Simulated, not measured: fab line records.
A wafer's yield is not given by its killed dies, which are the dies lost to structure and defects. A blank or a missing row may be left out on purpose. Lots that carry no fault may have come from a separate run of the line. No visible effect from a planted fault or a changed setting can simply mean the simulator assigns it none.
Matching of chambers + flow nand harc + NHARC_A_STAIRCASE_DEP_151 on pecvd-02: 3 sister chambers
The step deposits SiO2, target thk 3800 nm. 14 wafers are shown with their chamber, then 7 later ones without.

WAFERS PAIRED WITH THEIR CHAMBERS
| wafer  | chamber | heater power w (W) | rf fwd power W (W) |
|--------|---------|--------------------|--------------------|
| L472.1 | 2       | 726                | 500.7              |
| L472.5 | 1       | 525                | 498.1              |
| L472.6 | 0       | 589                | 500.6              |
| L474.1 | 2       | 657                | 497.2              |
| L474.3 | 1       | 630                | 498.6              |
| L474.4 | 1       | 531                | 498.9              |
| L483.4 | 1       | 538                | 499.5              |
| L483.5 | 2       | 550                | 498.3              |
| L483.6 | 0       | 559                | 498.1              |
| L486.2 | 0       | 709                | 499.5              |
| L486.3 | 2       | 613                | 497.7              |
| L486.6 | 1       | 541                | 501.5              |
| L488.3 | 2       | 606                | 498.3              |
| L488.5 | 0       | 570                | 498.8              |

SIGNATURES (averages over the wafers above)
| reading        | chamber 0 | chamber 1 | chamber 2 | scatter within a chamber |
|----------------|-----------|-----------|-----------|--------------------------|
| heater power w | 606.75    | 553.00    | 630.40    | 59.7                     |
| rf fwd power W | 499.250   | 499.320   | 498.440   | 1.27                     |
Rule: a wafer's distance from a chamber is the root of the sum, over the readings, of the square of ((its reading less the chamber's mean) divided by the reading's scatter). If the next closest chamber is less than 2 further off than the closest, the wafer can't be placed; otherwise it belongs to the closest. The scatter is the square root of a quotient: the sum, over the shown wafers, of each reading's squared deviation from its chamber's mean, divided by wafers minus chambers.

WAFERS WITHOUT THEIR CHAMBER
| wafer  | heater power w (W) | rf fwd power W (W) |
|--------|--------------------|--------------------|
| L488.6 | 542                | 501.9              |
| L491.1 | 722                | 499.6              |
| L491.2 | 591                | 499.7              |
| L491.4 | 526                | 500.5              |
| L492.1 | 701                | 499.3              |
| L492.2 | 668                | 498.9              |
| L492.4 | 532                | 499.4              |

THE CHAMBER EACH PASSED THROUGH
| wafer  | from the rows above          | in truth |
|--------|------------------------------|----------|
| L488.6 | can't be placed: 1 or 0 or 2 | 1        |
| L491.1 | can't be placed: 2 or 0 or 1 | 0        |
| L491.2 | can't be placed: 0 or 1 or 2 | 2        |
| L491.4 | can't be placed: 1 or 0 or 2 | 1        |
| L492.1 | can't be placed: 2 or 0 or 1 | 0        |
| L492.2 | can't be placed: 2 or 0 or 1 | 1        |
| L492.4 | can't be placed: 1 or 0 or 2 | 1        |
Placed correctly: 0 of 7. From these rows, 7 cannot be placed; in 7 the true chamber is one of the candidates. Number placed wrongly: 0.
